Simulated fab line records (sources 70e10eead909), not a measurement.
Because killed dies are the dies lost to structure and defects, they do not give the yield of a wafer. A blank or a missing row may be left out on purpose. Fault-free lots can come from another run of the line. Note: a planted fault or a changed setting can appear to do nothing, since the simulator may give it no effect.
What tool caused it?	flow nand-harc	23 lots, 69 wafers sampled, at 6 steps of a route of 1302

WHAT THE GAUGES SHOWED, per wafer
No reading from a measuring or inspecting step in the record can be judged against a usual standard deviation.

TOOL THAT RAN EACH LOT (tool first, then ch and the chambers of the sampled wafers, then the start)
lot	NHARC_A_STAIRCASE_TRIM_20	NHARC_A_STAIRCASE_TRIM_24	NHARC_A_STAIRCASE_ETCH_25	NHARC_A_STAIRCASE_ETCH_190	NHARC_A_STAIRCASE_TRIM_233	NHARC_A_STAIRCASE_STRIP_254
L074	rie-diel-09 ch 0,2,3, day 16 01:11	rie-diel-09 ch 0,2,3, day 16 16:24 or earlier	rie-diel-09 ch 2,3, day 16 16:24 or earlier	rie-diel-09 ch 2,3, day 16 16:24 or earlier	rie-diel-13 ch 1,2,3, day 16 16:24 or earlier	plasma-asher-01 ch 0,1, day 16 16:24
L075	rie-diel-04 ch 0,2,3, day 16 15:38	rie-diel-04 ch 1,3, day 17 01:46 or earlier	rie-diel-04 ch 0,3, day 17 01:46 or earlier	rie-diel-13 ch 2,3, day 17 01:46 or earlier	rie-diel-04 ch 0,1,2, day 17 01:46 or earlier	plasma-asher-02 ch 0,1, day 17 01:46
L076	rie-diel-04 ch 2,3, day 16 20:07	rie-diel-04 ch 0,2, day 17 08:55 or earlier	rie-diel-04 ch 0,1,2, day 17 08:55 or earlier	rie-diel-04 ch 0,2, day 17 08:55 or earlier	rie-diel-04 ch 1,2,3, day 17 08:55 or earlier	plasma-asher-02 ch 0,1, day 17 08:55
L077	rie-diel-13 ch 1,2,3, day 16 20:27	rie-diel-13 ch 0,1,3, day 17 09:39 or earlier	rie-diel-13 ch 0,1,2, day 17 09:39 or earlier	rie-diel-13 ch 0,1,3, day 17 09:39 or earlier	rie-diel-09 ch 0,1,2, day 17 09:39 or earlier	plasma-asher-02 ch 0,1, day 17 09:39
L078	rie-diel-13 ch 0,1, day 17 21:09	rie-diel-13 ch 0,2, day 18 07:14 or earlier	rie-diel-13 ch 0,1, day 18 07:14 or earlier	rie-diel-09 ch 0,2,3, day 18 07:14 or earlier	rie-diel-09 ch 2,3, day 18 07:14 or earlier	plasma-asher-02 ch 0, day 18 07:14
L079	rie-diel-13 ch 2,3, day 18 01:44	rie-diel-13 ch 0,3, day 18 13:04 or earlier	rie-diel-13 ch 0,1,3, day 18 13:04 or earlier	rie-diel-04 ch 0,2,3, day 18 13:04 or earlier	rie-diel-04 ch 0,2, day 18 13:04 or earlier	plasma-asher-01 ch 0,1, day 18 13:04
L081	rie-diel-13 ch 0,1, day 18 18:42	rie-diel-13 ch 0,1,3, day 19 10:41 or earlier	rie-diel-13 ch 1,2,3, day 19 10:41 or earlier	rie-diel-04 ch 0,1, day 19 10:41 or earlier	rie-diel-09 ch 1,2,3, day 19 10:41 or earlier	plasma-asher-02 ch 0,1, day 19 10:41
L083	rie-diel-04 ch 0,2,3, day 19 01:11	rie-diel-04 ch 0,1,2, day 19 13:19 or earlier	rie-diel-04 ch 1,2,3, day 19 13:19 or earlier	rie-diel-09 ch 1,3, day 19 13:19 or earlier	rie-diel-04 ch 0,1,3, day 19 13:19 or earlier	plasma-asher-02 ch 0,1, day 19 13:19
L082	rie-diel-09 ch 0,2, day 19 06:34	rie-diel-09 ch 0,2,3, day 19 18:35 or earlier	rie-diel-09 ch 0,1,3, day 19 18:35 or earlier	rie-diel-04 ch 0,1, day 19 18:35 or earlier	rie-diel-13 ch 2,3, day 19 18:35 or earlier	plasma-asher-02 ch 0,1, day 19 18:35
L084	rie-diel-04 ch 0,2,3, day 19 16:34	rie-diel-04 ch 0,3, day 20 03:18 or earlier	rie-diel-04 ch 0,2,3, day 20 03:18 or earlier	rie-diel-04 ch 1,2,3, day 20 03:18 or earlier	rie-diel-13 ch 0,2,3, day 20 03:18 or earlier	plasma-asher-01 ch 0,1, day 20 03:18
L086	rie-diel-04 ch 1,2,3, day 20 12:13	rie-diel-04 ch 0,3, day 20 22:50 or earlier	rie-diel-04 ch 0,2,3, day 20 22:50 or earlier	rie-diel-09 ch 0,3, day 20 22:50 or earlier	rie-diel-04 ch 0,2,3, day 20 22:50 or earlier	plasma-asher-01 ch 0,1, day 20 22:50
L085	rie-diel-13 ch 0,3, day 20 12:58	rie-diel-13 ch 1,2, day 20 23:50 or earlier	rie-diel-13 ch 2,3, day 20 23:50 or earlier	rie-diel-04 ch 0,1, day 20 23:50 or earlier	rie-diel-04 ch 2,3, day 20 23:50 or earlier	plasma-asher-02 ch 0,1, day 20 23:50
L087	rie-diel-13 ch 0,1,3, day 20 21:27	rie-diel-13 ch 2,3, day 21 08:43 or earlier	rie-diel-13 ch 2,3, day 21 08:43 or earlier	rie-diel-04 ch 0,1,3, day 21 08:43 or earlier	rie-diel-09 ch 1,2,3, day 21 08:43 or earlier	plasma-asher-02 ch 0, day 21 08:43
L089	rie-diel-09 ch 0,3, day 21 15:11	rie-diel-09 ch 0,3, day 22 05:00 or earlier	rie-diel-09 ch 1,2,3, day 22 05:00 or earlier	rie-diel-04 ch 0,1,3, day 22 05:00 or earlier	rie-diel-13 ch 0,1,3, day 22 05:00 or earlier	plasma-asher-02 ch 0,1, day 22 05:00
L088	rie-diel-04 ch 0,2,3, day 21 15:34	rie-diel-04 ch 0,2,3, day 22 05:10 or earlier	rie-diel-04 ch 0,1,3, day 22 05:10 or earlier	rie-diel-04 ch 1,2, day 22 05:10 or earlier	rie-diel-04 ch 0,1, day 22 05:10 or earlier	plasma-asher-01 ch 0,1, day 22 05:10
L090	rie-diel-09 ch 0,2,3, day 22 17:02	rie-diel-09 ch 0,1,2, day 23 05:02 or earlier	rie-diel-09 ch 1,2,3, day 23 05:02 or earlier	rie-diel-09 ch 0,1,3, day 23 05:02 or earlier	rie-diel-13 ch 0,1,2, day 23 05:02 or earlier	plasma-asher-02 ch 0,1, day 23 05:02
L091	rie-diel-09 ch 0,2,3, day 22 17:14	rie-diel-09 ch 0,1, day 23 05:42 or earlier	rie-diel-09 ch 0,1,2, day 23 05:42 or earlier	rie-diel-09 ch 0,2,3, day 23 05:42 or earlier	rie-diel-09 ch 0,1,2, day 23 05:42 or earlier	plasma-asher-01 ch 0,1, day 23 05:42
L092	rie-diel-09 ch 0,2,3, day 23 07:11	rie-diel-09 ch 0,3, day 23 17:38 or earlier	rie-diel-09 ch 2,3, day 23 17:38 or earlier	rie-diel-13 ch 2,3, day 23 17:38 or earlier	rie-diel-09 ch 1,2, day 23 17:38 or earlier	plasma-asher-01 ch 0,1, day 23 17:38
L093	rie-diel-13 ch 1,2, day 23 19:10	rie-diel-13 ch 0,3, day 24 06:55 or earlier	rie-diel-13 ch 0,1, day 24 06:55 or earlier	rie-diel-04 ch 0,1,2, day 24 06:55 or earlier	rie-diel-09 ch 1,3, day 24 06:55 or earlier	plasma-asher-01 ch 1, day 24 06:55
L094	rie-diel-13 ch 1,3, day 24 03:13	rie-diel-13 ch 0,1,3, day 24 13:22 or earlier	rie-diel-13 ch 1,2,3, day 24 13:22 or earlier	rie-diel-04 ch 1,2, day 24 13:22 or earlier	rie-diel-09 ch 0,2,3, day 24 13:22 or earlier	plasma-asher-01 ch 0,1, day 24 13:22
L095	rie-diel-04 ch 1,2,3, day 24 10:50	rie-diel-04 ch 1,2, day 24 21:30 or earlier	rie-diel-04 ch 1,2, day 24 21:30 or earlier	rie-diel-13 ch 1,2, day 24 21:30 or earlier	rie-diel-04 ch 1,2, day 24 21:30 or earlier	plasma-asher-01 ch 0,1, day 24 21:30
L096	rie-diel-09 ch 0,2,3, day 25 02:44	rie-diel-09 ch 1,2,3, day 25 13:38 or earlier	rie-diel-09 ch 0,1,2, day 25 13:38 or earlier	rie-diel-04 ch 1,2,3, day 25 13:38 or earlier	rie-diel-13 ch 0,2,3, day 25 13:38 or earlier	plasma-asher-02 ch 0,1, day 25 13:38
L097	rie-diel-13 ch 0,1,2, day 25 14:05	rie-diel-13 ch 1,2, day 26 00:56 or earlier	rie-diel-13 ch 0,1,2, day 26 00:56 or earlier	rie-diel-04 ch 0,1,2, day 26 00:56 or earlier	rie-diel-09 ch 0,1,3, day 26 00:56 or earlier	plasma-asher-02 ch 1, day 26 00:56
- NHARC_A_STAIRCASE_TRIM_20: chemistry O2, time 211.2 s.
- NHARC_A_STAIRCASE_TRIM_24: chemistry O2, time 211.2 s.
- NHARC_A_STAIRCASE_ETCH_25: etches the open film in C4F8/O2, target depth 100 nm, time 40.5 s.
- NHARC_A_STAIRCASE_ETCH_190: etches the open film in C4F8/O2, target depth 100 nm, time 40.5 s.
- NHARC_A_STAIRCASE_TRIM_233: chemistry O2, time 211.2 s.
- NHARC_A_STAIRCASE_STRIP_254: strips in O2.

WHAT THE TOOLS THEMSELVES READ (means of the sampled wafers that have a number; where no wafer has one, the mark that the record gives instead)
NHARC_A_STAIRCASE_TRIM_20. Usual: drypump-motor-current-A 5.7 A, standard deviation 0.34; mfc-ar-sccm 0.010 sccm, standard deviation 0.014; oes-product-au 0.999 a.u., standard deviation 0.015; rf-vpp-V 57.7 V, standard deviation 0.79; showerhead-plenum-p-Torr 3.52 Torr, standard deviation 0.16; throttle-valve-pct 17.036 %, standard deviation 0.0087.
lot	tool	drypump-motor-current-A (A)	mfc-ar-sccm (sccm)	oes-product-au (a.u.)	rf-vpp-V (V)	showerhead-plenum-p-Torr (Torr)	throttle-valve-pct (%)	flag
L074	rie-diel-09	5.9	0.009	0.998	58.3	3.62	17.041	
L075	rie-diel-04	5.8	0.020	0.997	57.6	3.47	17.036	
L076	rie-diel-04	5.8	0.014	1.006	56.8	3.32	17.031	
L077	rie-diel-13	5.4	0.000	1.001	57.9	3.58	17.042	
L078	rie-diel-13	5.7	0.015	1.021	57.3	3.46	17.031	
L079	rie-diel-13	5.2	0.000	1.001	57.7	3.68	17.042	
L081	rie-diel-13	5.7	0.015	0.998	57.6	3.46	17.047	
L083	rie-diel-04	5.8	0.020	0.999	57.7	3.46	17.036	
L082	rie-diel-09	6.1	0.009	0.981	57.5	3.68	17.032	
L084	rie-diel-04	5.8	0.020	0.998	57.4	3.46	17.026	
L086	rie-diel-04	5.7	0.014	0.998	57.9	3.38	17.047	
L085	rie-diel-13	5.3	0.008	0.994	58.7	3.65	17.047	
L087	rie-diel-13	5.5	0.008	0.996	59.0	3.52	17.040	
L089	rie-diel-09	5.8	0.018	0.993	57.0	3.64	17.033	
L088	rie-diel-04	5.8	0.020	1.004	57.0	3.45	17.042	
L090	rie-diel-09	5.9	0.009	0.989	58.3	3.59	17.035	
L091	rie-diel-09	5.9	0.009	0.996	56.8	3.59	17.038	
L092	rie-diel-09	5.9	0.009	1.000	58.0	3.59	17.036	
L093	rie-diel-13	5.4	0.000	1.013	57.5	3.52	17.041	
L094	rie-diel-13	5.4	0.000	0.995	58.1	3.57	17.034	
L095	rie-diel-04	5.7	0.014	0.994	57.6	3.54	17.027	
L096	rie-diel-09	5.9	0.009	0.992	57.9	3.58	17.045	
L097	rie-diel-13	5.6	0.008	1.007	57.4	3.47	17.035	

NHARC_A_STAIRCASE_TRIM_24. Usual: drypump-motor-current-A 5.7 A, standard deviation 0.34; mfc-ar-sccm 0.010 sccm, standard deviation 0.014; oes-product-au 0.999 a.u., standard deviation 0.014; rf-vpp-V 57.8 V, standard deviation 1; showerhead-plenum-p-Torr 3.53 Torr, standard deviation 0.16; throttle-valve-pct 17.037 %, standard deviation 0.01.
lot	tool	drypump-motor-current-A (A)	mfc-ar-sccm (sccm)	oes-product-au (a.u.)	rf-vpp-V (V)	showerhead-plenum-p-Torr (Torr)	throttle-valve-pct (%)	flag
L074	rie-diel-09	5.9	0.009	0.992	57.4	3.62	17.033	
L075	rie-diel-04	5.9	0.028	1.005	57.8	3.41	17.027	
L076	rie-diel-04	5.6	0.006	1.001	58.3	3.44	17.034	
L077	rie-diel-13	5.5	0.008	0.991	56.8	3.54	17.043	
L078	rie-diel-13	5.5	0.015	1.018	56.9	3.56	17.041	
L079	rie-diel-13	5.5	0.015	1.001	57.7	3.59	17.037	
L081	rie-diel-13	5.6	0.008	0.994	58.3	3.53	17.030	
L083	rie-diel-04	5.6	0.006	0.995	57.5	3.50	17.046	
L082	rie-diel-09	5.9	0.009	0.987	58.1	3.61	17.044	
L084	rie-diel-04	6.0	0.034	1.005	56.8	3.48	17.045	
L086	rie-diel-04	5.9	0.026	1.013	58.4	3.60	17.038	
L085	rie-diel-13	5.6	0.000	1.009	58.4	3.43	17.047	
L087	rie-diel-13	5.2	0.000	0.989	58.7	3.69	17.034	
L089	rie-diel-09	5.6	0.009	0.992	58.4	3.53	17.029	
L088	rie-diel-04	5.8	0.020	1.005	57.6	3.45	17.048	
L090	rie-diel-09	6.0	0.009	0.978	58.0	3.58	17.041	
L091	rie-diel-09	6.0	0.009	0.983	57.3	3.51	17.036	
L092	rie-diel-09	5.8	0.018	0.999	58.3	3.63	17.036	
L093	rie-diel-13	5.3	0.008	1.007	57.4	3.64	17.034	
L094	rie-diel-13	5.6	0.008	1.005	57.4	3.50	17.041	
L095	rie-diel-04	5.6	0.000	0.988	57.8	3.69	17.025	
L096	rie-diel-09	5.8	0.000	0.998	57.8	3.47	17.033	
L097	rie-diel-13	5.6	0.000	0.989	58.0	3.41	17.026	

NHARC_A_STAIRCASE_ETCH_25. Usual: oes-product-au 0.944 a.u., standard deviation 0.015; rf-vpp-V 896 V, standard deviation 5.9.
lot	tool	oes-product-au (a.u.)	rf-vpp-V (V)	flag
L074	rie-diel-09	0.946	896	
L075	rie-diel-04	0.957	895	
L076	rie-diel-04	0.948	896	
L077	rie-diel-13	0.958	895	
L078	rie-diel-13	0.948	891	
L079	rie-diel-13	0.938	896	
L081	rie-diel-13	0.936	897	
L083	rie-diel-04	0.951	890	
L082	rie-diel-09	0.953	897	
L084	rie-diel-04	0.949	893	
L086	rie-diel-04	0.940	893	
L085	rie-diel-13	0.949	900	
L087	rie-diel-13	0.938	902	
L089	rie-diel-09	0.942	894	
L088	rie-diel-04	0.941	895	
L090	rie-diel-09	0.938	894	
L091	rie-diel-09	0.919	898	
L092	rie-diel-09	0.953	893	
L093	rie-diel-13	0.952	890	
L094	rie-diel-13	0.949	896	
L095	rie-diel-04	0.937	898	
L096	rie-diel-09	0.920	898	
L097	rie-diel-13	0.948	894	

NHARC_A_STAIRCASE_ETCH_190. Usual: oes-product-au 0.940 a.u., standard deviation 0.015; rf-vpp-V 896 V, standard deviation 6.2.
lot	tool	oes-product-au (a.u.)	rf-vpp-V (V)	flag
L074	rie-diel-09	0.946	895	
L075	rie-diel-13	0.939	903	
L076	rie-diel-04	0.940	893	
L077	rie-diel-13	0.941	896	
L078	rie-diel-09	0.930	900	
L079	rie-diel-04	0.941	893	
L081	rie-diel-04	0.940	899	
L083	rie-diel-09	0.942	893	
L082	rie-diel-04	0.934	896	
L084	rie-diel-04	0.933	890	
L086	rie-diel-09	0.938	896	
L085	rie-diel-04	0.957	897	
L087	rie-diel-04	0.954	896	
L089	rie-diel-04	0.935	895	
L088	rie-diel-04	0.931	892	
L090	rie-diel-09	0.930	897	
L091	rie-diel-09	0.933	898	
L092	rie-diel-13	0.970	901	
L093	rie-diel-04	0.939	901	
L094	rie-diel-04	0.926	897	
L095	rie-diel-13	0.950	896	
L096	rie-diel-04	0.941	896	
L097	rie-diel-04	0.944	900	

NHARC_A_STAIRCASE_TRIM_233. Usual: drypump-motor-current-A 5.7 A, standard deviation 0.34; mfc-ar-sccm 0.009 sccm, standard deviation 0.014; oes-product-au 0.998 a.u., standard deviation 0.014; rf-vpp-V 57.8 V, standard deviation 0.92; showerhead-plenum-p-Torr 3.51 Torr, standard deviation 0.16; throttle-valve-pct 17.036 %, standard deviation 0.0089.
lot	tool	drypump-motor-current-A (A)	mfc-ar-sccm (sccm)	oes-product-au (a.u.)	rf-vpp-V (V)	showerhead-plenum-p-Torr (Torr)	throttle-valve-pct (%)	flag
L074	rie-diel-13	5.4	0.000	1.004	57.1	3.58	17.039	
L075	rie-diel-04	5.6	0.006	1.012	58.2	3.51	17.042	
L076	rie-diel-04	5.7	0.014	0.995	56.8	3.39	17.038	
L077	rie-diel-09	6.1	0.009	0.995	58.1	3.61	17.034	
L078	rie-diel-09	5.9	0.000	1.001	57.6	3.58	17.036	
L079	rie-diel-04	5.6	0.006	1.002	57.5	3.44	17.036	
L081	rie-diel-09	5.8	0.000	0.991	57.6	3.49	17.038	
L083	rie-diel-04	5.8	0.020	1.012	57.4	3.52	17.042	
L082	rie-diel-13	5.2	0.000	0.997	57.8	3.68	17.039	
L084	rie-diel-13	5.3	0.008	0.998	57.6	3.63	17.043	
L086	rie-diel-04	5.8	0.020	0.999	56.9	3.45	17.033	
L085	rie-diel-04	5.8	0.014	0.998	56.6	3.31	17.035	
L087	rie-diel-09	5.8	0.000	0.991	58.2	3.49	17.044	
L089	rie-diel-13	5.5	0.008	1.002	58.0	3.52	17.036	
L088	rie-diel-04	5.5	0.006	0.999	58.7	3.55	17.035	
L090	rie-diel-13	5.5	0.008	1.005	57.2	3.48	17.024	
L091	rie-diel-09	6.0	0.009	0.982	58.0	3.58	17.031	
L092	rie-diel-09	6.1	0.000	0.989	57.7	3.54	17.036	
L093	rie-diel-09	5.5	0.000	1.006	57.4	3.40	17.038	
L094	rie-diel-09	5.8	0.009	0.997	58.4	3.59	17.033	
L095	rie-diel-04	5.6	0.000	0.984	58.5	3.69	17.037	
L096	rie-diel-13	5.3	0.008	1.011	58.0	3.60	17.033	
L097	rie-diel-09	5.7	0.009	1.008	57.7	3.51	17.029	

NHARC_A_STAIRCASE_STRIP_254. Usual: drypump-motor-current-A 5.86 A, standard deviation 0.26; heater-power-w 328 W, standard deviation 55.
lot	tool	drypump-motor-current-A (A)	heater-power-w (W)	flag
L074	plasma-asher-01	5.75	362	
L075	plasma-asher-02	6.00	279	
L076	plasma-asher-02	6.01	283	
L077	plasma-asher-02	6.03	322	
L078	plasma-asher-02	6.00	236	
L079	plasma-asher-01	5.57	347	
L081	plasma-asher-02	6.04	326	
L083	plasma-asher-02	6.01	288	
L082	plasma-asher-02	6.03	323	
L084	plasma-asher-01	5.57	349	
L086	plasma-asher-01	5.75	357	
L085	plasma-asher-02	6.03	285	
L087	plasma-asher-02	6.00	251	
L089	plasma-asher-02	6.03	323	
L088	plasma-asher-01	5.57	342	
L090	plasma-asher-02	6.03	327	
L091	plasma-asher-01	5.57	349	
L092	plasma-asher-01	5.76	371	
L093	plasma-asher-01	5.98	391	
L094	plasma-asher-01	5.76	373	
L095	plasma-asher-01	5.57	354	
L096	plasma-asher-02	6.02	283	
L097	plasma-asher-02	6.05	358	

THE ANSWER, worked out from the rows above alone
Rule: a lot is off if the mean of its wafers that have a number lies more than 3 standard deviations from the usual mean. Also off: a lot with no number at a reading for which 4 or more lots have one. Where the step has rows for the other lots, those lots are counted as sound. After the gauges, taken in route order, come the tools' own readings; for these a lot's mean is taken, as printed above. At the first step where some lot is off, the reading lying furthest off is the one used; lots without a number count as furthest.
No lot is off at any reading shown: from this, nothing can be told.

WHAT THE SIMULATOR HAD PUT IN
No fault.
